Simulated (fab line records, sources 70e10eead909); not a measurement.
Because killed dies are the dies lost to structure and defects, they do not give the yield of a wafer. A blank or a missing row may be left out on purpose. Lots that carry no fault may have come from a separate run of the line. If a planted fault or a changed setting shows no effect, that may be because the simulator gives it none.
Which tool was responsible? | flow nand_harc | 13 lots, 39 wafers sampled, at 4 steps of a route of 1159

== WHAT THE GAUGES SHOWED, per wafer ==
NHARC_A_ONON_D1_THK_MEAS_05: measures by ellipsometry. Usual: thk_nm 998 nm, standard deviation 11.
lot  | measured     | on            | thk_nm (nm)    | flag
L992 | day 7 07:18  | film_metro-01 | 969 970 967    |
L994 | day 8 05:41  | film_metro-02 | 990 987 989    |
L993 | day 8 05:43  | film_metro-02 | 984 981 982    |
L995 | day 8 11:39  | film_metro-02 | 996 997 996    |
L103 | day 10 17:35 | film_metro-02 | 993 993 992    |
L106 | day 10 17:49 | film_metro-02 | 997 996 997    |
L107 | day 11 13:26 | film_metro-02 | 1019 1022 1020 |
L109 | day 11 17:00 | film_metro-01 | 1005 1003 1005 |
L111 | day 12 03:28 | film_metro-02 | 1002 1001 999  |
L112 | day 12 15:23 | film_metro-02 | 1001 1001 1000 |
L113 | day 12 15:23 | film_metro-01 | 1001 1000 998  |
L115 | day 13 09:17 | film_metro-01 | 1014 1015 1015 |
L114 | day 13 09:21 | film_metro-02 | 992 993 994    |

NHARC_A_ONON_D1_THK_MEAS_08: measures by ellipsometry. Usual: thk_nm 998 nm, standard deviation 9.3.
lot  | measured     | on            | thk_nm (nm)    | flag
L992 | day 7 07:53  | film_metro-01 | 997 995 997    |
L994 | day 8 06:15  | film_metro-02 | 1004 1005 1004 |
L993 | day 8 06:17  | film_metro-02 | 998 997 998    |
L995 | day 8 12:13  | film_metro-02 | 992 992 991    |
L103 | day 10 18:10 | film_metro-02 | 1002 1002 1535 | OFF
L106 | day 10 18:22 | film_metro-02 | 975 976 975    |
L107 | day 11 14:00 | film_metro-02 | 1006 1006 1007 |
L109 | day 11 17:34 | film_metro-02 | 1000 1002 1001 |
L111 | day 12 04:02 | film_metro-02 | 990 990 989    |
L112 | day 12 15:57 | film_metro-01 | 1025 1025 1026 |
L113 | day 12 15:58 | film_metro-02 | 1003 1000 1001 |
L115 | day 13 09:52 | film_metro-02 | 989 988 988    |
L114 | day 13 09:55 | film_metro-01 | 995 993 993    |

NHARC_END_SORT_01. Usual: killed_at_array 28, standard deviation 10; killed_at_other 0.6, standard deviation 1.1; killed_at_periphery 3.6, standard deviation 2.6; killed_dies 32, standard deviation 10; killed_open 3.3, standard deviation 1.8; killed_short 1.9, standard deviation 1.4.
lot  | measured     | on        | killed_at_array | killed_at_other | killed_at_periphery | killed_dies | killed_open | killed_short | flag
L103 | day 23 06:19 | prober-01 | 11 17 673       | 0 0 0           | 5 2 4               | 16 19 677   | 3 4 1       | 2 4 0        | OFF

== TOOL THAT RAN EACH LOT (tool first, then ch and the chambers of the sampled wafers, then the start) ==
lot  | NHARC_A_ONON_D1_DEP_06
L992 | pecvd_onon-01 ch 0, day 7 07:22
L994 | pecvd_onon-01 ch 0, day 8 05:55
L993 | pecvd_onon-04 ch 0, day 8 05:47
L995 | pecvd_onon-04 ch 0, day 8 11:43
L103 | pecvd_onon-04 ch 0, day 10 17:39
L106 | pecvd_onon-01 ch 0, day 10 17:55
L107 | pecvd_onon-02 ch 0, day 11 13:29
L109 | pecvd_onon-01 ch 0, day 11 17:14
L111 | pecvd_onon-01 ch 0, day 12 03:35
L112 | pecvd_onon-01 ch 0, day 12 15:26
L113 | pecvd_onon-02 ch 0, day 12 15:26
L115 | pecvd_onon-04 ch 0, day 13 09:28
L114 | pecvd_onon-01 ch 0, day 13 09:25
- NHARC_A_ONON_D1_DEP_06: target thk 1000 nm.

== AS READ BY THE TOOLS THEMSELVES (means over the sampled wafers that have a number; for cases with no such wafer, the mark the record gives instead) ==
The record holds no such reading with a usual standard deviation.

== THE ANSWER, worked out from the rows above alone ==
Rule: a lot is off if the mean of its wafers that have a number lies more than 3 standard deviations from the usual mean. Also off: a lot with no number at a reading for which 4 or more lots have one. All remaining lots with rows at the step are treated as sound. After the gauges, taken in route order, come the tools' own readings; for these a lot's mean is taken, as printed above. At the first step where some lot is off, the reading lying furthest off is the one used; lots without a number count as furthest.
Off: L103, at NHARC_A_ONON_D1_THK_MEAS_08 (thk_nm).
A tool fits if, at a process step before that reading, it ran every lot that is off, and no sound lot after the first of them. The gauges at NHARC_A_ONON_D1_THK_MEAS_08 aren't tried: what is off there is off at NHARC_END_SORT_01 too, on other tools, and a gauge's error can't cause that. None of those tried fits.

== WHAT HAD BEEN PUT IN BY THE SIMULATOR ==
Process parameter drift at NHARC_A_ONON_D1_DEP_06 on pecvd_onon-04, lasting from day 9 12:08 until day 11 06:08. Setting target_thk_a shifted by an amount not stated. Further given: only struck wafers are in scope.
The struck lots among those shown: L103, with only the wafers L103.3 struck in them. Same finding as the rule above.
